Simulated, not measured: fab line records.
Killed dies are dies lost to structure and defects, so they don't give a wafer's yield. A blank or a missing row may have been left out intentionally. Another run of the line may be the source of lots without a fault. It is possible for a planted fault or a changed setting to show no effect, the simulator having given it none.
Chamber matching / flow n5Finfet / aldMetal-04 running N5_BEOL_M0_ALD_136: 4 sister chambers
The step deposits TaN, pulse time 2 s, purge time 3 s, co reactant purge time 2 s. 18 wafers are shown with their chamber, then 9 later ones without.

== WAFERS WITH THEIR CHAMBER ==
wafer=L075.2; chamber=3; heaterPowerW (W)=374; susceptorTempC (C)=275.03; precursorVesselPressureTorr (Torr)=26.29
wafer=L075.3; chamber=0; heaterPowerW (W)=343; susceptorTempC (C)=274.73; precursorVesselPressureTorr (Torr)=26.26
wafer=L075.6; chamber=0; heaterPowerW (W)=331; susceptorTempC (C)=274.92; precursorVesselPressureTorr (Torr)=26.26
wafer=L076.1; chamber=0; heaterPowerW (W)=343; susceptorTempC (C)=275.05; precursorVesselPressureTorr (Torr)=26.21
wafer=L076.2; chamber=1; heaterPowerW (W)=513; susceptorTempC (C)=274.76; precursorVesselPressureTorr (Torr)=26.25
wafer=L076.4; chamber=3; heaterPowerW (W)=376; susceptorTempC (C)=275.11; precursorVesselPressureTorr (Torr)=26.22
wafer=L083.3; chamber=0; heaterPowerW (W)=337; susceptorTempC (C)=274.79; precursorVesselPressureTorr (Torr)=26.23
wafer=L083.4; chamber=1; heaterPowerW (W)=509; susceptorTempC (C)=275.02; precursorVesselPressureTorr (Torr)=26.23
wafer=L083.5; chamber=3; heaterPowerW (W)=377; susceptorTempC (C)=275.18; precursorVesselPressureTorr (Torr)=26.30
wafer=L084.2; chamber=2; heaterPowerW (W)=410; susceptorTempC (C)=275.02; precursorVesselPressureTorr (Torr)=26.35
wafer=L084.4; chamber=1; heaterPowerW (W)=504; susceptorTempC (C)=274.78; precursorVesselPressureTorr (Torr)=26.23
wafer=L084.5; chamber=1; heaterPowerW (W)=511; susceptorTempC (C)=275.00; precursorVesselPressureTorr (Torr)=26.17
wafer=L088.1; chamber=0; heaterPowerW (W)=335; susceptorTempC (C)=274.89; precursorVesselPressureTorr (Torr)=26.30
wafer=L088.2; chamber=2; heaterPowerW (W)=415; susceptorTempC (C)=275.19; precursorVesselPressureTorr (Torr)=26.29
wafer=L088.4; chamber=3; heaterPowerW (W)=367; susceptorTempC (C)=275.36; precursorVesselPressureTorr (Torr)=26.31
wafer=L089.2; chamber=2; heaterPowerW (W)=399; susceptorTempC (C)=275.11; precursorVesselPressureTorr (Torr)=26.27
wafer=L089.3; chamber=0; heaterPowerW (W)=338; susceptorTempC (C)=274.72; precursorVesselPressureTorr (Torr)=26.18
wafer=L089.5; chamber=2; heaterPowerW (W)=419; susceptorTempC (C)=275.04; precursorVesselPressureTorr (Torr)=26.21

SIGNATURES, as means of the wafers listed above
reading=heaterPowerW; chamber 0=337.83; chamber 1=509.25; chamber 2=410.75; chamber 3=373.50; scatter within a chamber=5.6
reading=susceptorTempC; chamber 0=274.8500; chamber 1=274.8900; chamber 2=275.0900; chamber 3=275.1700; scatter within a chamber=0.124
reading=precursorVesselPressureTorr; chamber 0=26.2400; chamber 1=26.2200; chamber 2=26.2800; chamber 3=26.2800; scatter within a chamber=0.0444
Rule: for each reading, subtract the chamber's mean from the wafer's reading, divide by that reading's scatter and square the result; add these up over the readings and take the root, which gives the wafer's distance from the chamber. If the next closest chamber is less than 2 further off than the closest, the wafer can't be placed; otherwise it belongs to the closest. The scatter: take each reading less its chamber's mean, square it, sum over the shown wafers, divide by the number of wafers less the number of chambers, and take the root.

== WAFERS WITH NO CHAMBER GIVEN ==
wafer=L090.2; heaterPowerW (W)=368; susceptorTempC (C)=274.85; precursorVesselPressureTorr (Torr)=26.26
wafer=L090.3; heaterPowerW (W)=419; susceptorTempC (C)=275.19; precursorVesselPressureTorr (Torr)=26.26
wafer=L090.6; heaterPowerW (W)=415; susceptorTempC (C)=275.13; precursorVesselPressureTorr (Torr)=26.26
wafer=L092.1; heaterPowerW (W)=422; susceptorTempC (C)=275.11; precursorVesselPressureTorr (Torr)=26.20
wafer=L092.2; heaterPowerW (W)=513; susceptorTempC (C)=274.83; precursorVesselPressureTorr (Torr)=26.20
wafer=L092.6; heaterPowerW (W)=375; susceptorTempC (C)=274.86; precursorVesselPressureTorr (Torr)=26.18
wafer=L093.3; heaterPowerW (W)=342; susceptorTempC (C)=275.21; precursorVesselPressureTorr (Torr)=26.25
wafer=L093.4; heaterPowerW (W)=405; susceptorTempC (C)=275.15; precursorVesselPressureTorr (Torr)=26.26
wafer=L093.5; heaterPowerW (W)=511; susceptorTempC (C)=275.32; precursorVesselPressureTorr (Torr)=26.25

== WHICH CHAMBER EACH ONE RAN IN ==
wafer=L090.2; from the rows above=3; in truth=3
wafer=L090.3; from the rows above=2; in truth=2
wafer=L090.6; from the rows above=2; in truth=2
wafer=L092.1; from the rows above=2; in truth=2
wafer=L092.2; from the rows above=1; in truth=1
wafer=L092.6; from the rows above=3; in truth=3
wafer=L093.3; from the rows above=0; in truth=0
wafer=L093.4; from the rows above=2; in truth=2
wafer=L093.5; from the rows above=1; in truth=1
9 of 9 placed correctly. Not placeable from these rows: 0. Wrongly placed: 0.
